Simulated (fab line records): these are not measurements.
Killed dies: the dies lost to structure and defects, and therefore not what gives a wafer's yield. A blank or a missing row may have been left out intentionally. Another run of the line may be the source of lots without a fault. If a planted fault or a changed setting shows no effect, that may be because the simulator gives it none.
Chamber matching ; flow nand harc ; 4 sister chambers for NHARC_A_STAIRCASE_TRIM_220 on rie diel-06
The step chemistry O2, time 211.2 s. 8 wafers are shown with their chamber, then 12 later ones without.

## WAFERS PAIRED WITH THEIR CHAMBERS
wafer;chamber;showerhead plenum p Torr (Torr);drypump motor current A (A)
L085.1;3;3.31;4.8
L085.2;2;3.42;5.6
L085.3;0;3.41;6.0
L086.2;2;3.42;5.5
L086.6;1;3.78;5.5
L088.3;1;3.77;5.4
L088.4;3;3.31;4.8
L088.6;0;3.40;6.0

## WAFERS MISSING THEIR CHAMBER
wafer;showerhead plenum p Torr (Torr);drypump motor current A (A)
L092.4;3.39;6.0
L092.5;3.76;5.4
L092.6;3.40;5.6
L093.2;3.76;5.4
L093.4;3.39;6.0
L093.6;3.76;5.4
L095.1;3.40;5.6
L095.2;3.76;5.4
L095.5;3.39;6.0
L096.3;3.76;5.5
L096.5;3.30;4.8
L096.6;3.39;5.6

## THE CHAMBER EACH PASSED THROUGH
wafer;from the rows above;in truth
L092.4;0;0
L092.5;1;1
L092.6;2;2
L093.2;1;1
L093.4;0;0
L093.6;1;1
L095.1;2;2
L095.2;1;1
L095.5;0;0
L096.3;1;1
L096.5;3;3
L096.6;2;2
12 of 12 placed correctly. Can't be placed from these rows: 0. 0 placed wrongly.
How it was worked out, from the rows above alone: a wafer's distance from a chamber is the root of the sum, over the readings, of the square of ((its reading less the chamber's mean) divided by the reading's scatter). The wafer belongs to the nearest chamber; if the next one is less than 2 further off, it can't be placed. For every chamber, the mean is computed from those of its wafers that are shown. How the scatter is found: for the shown wafers, subtract from each reading the mean of its chamber, square and add these, divide the total by (wafers less chambers), then take the root.
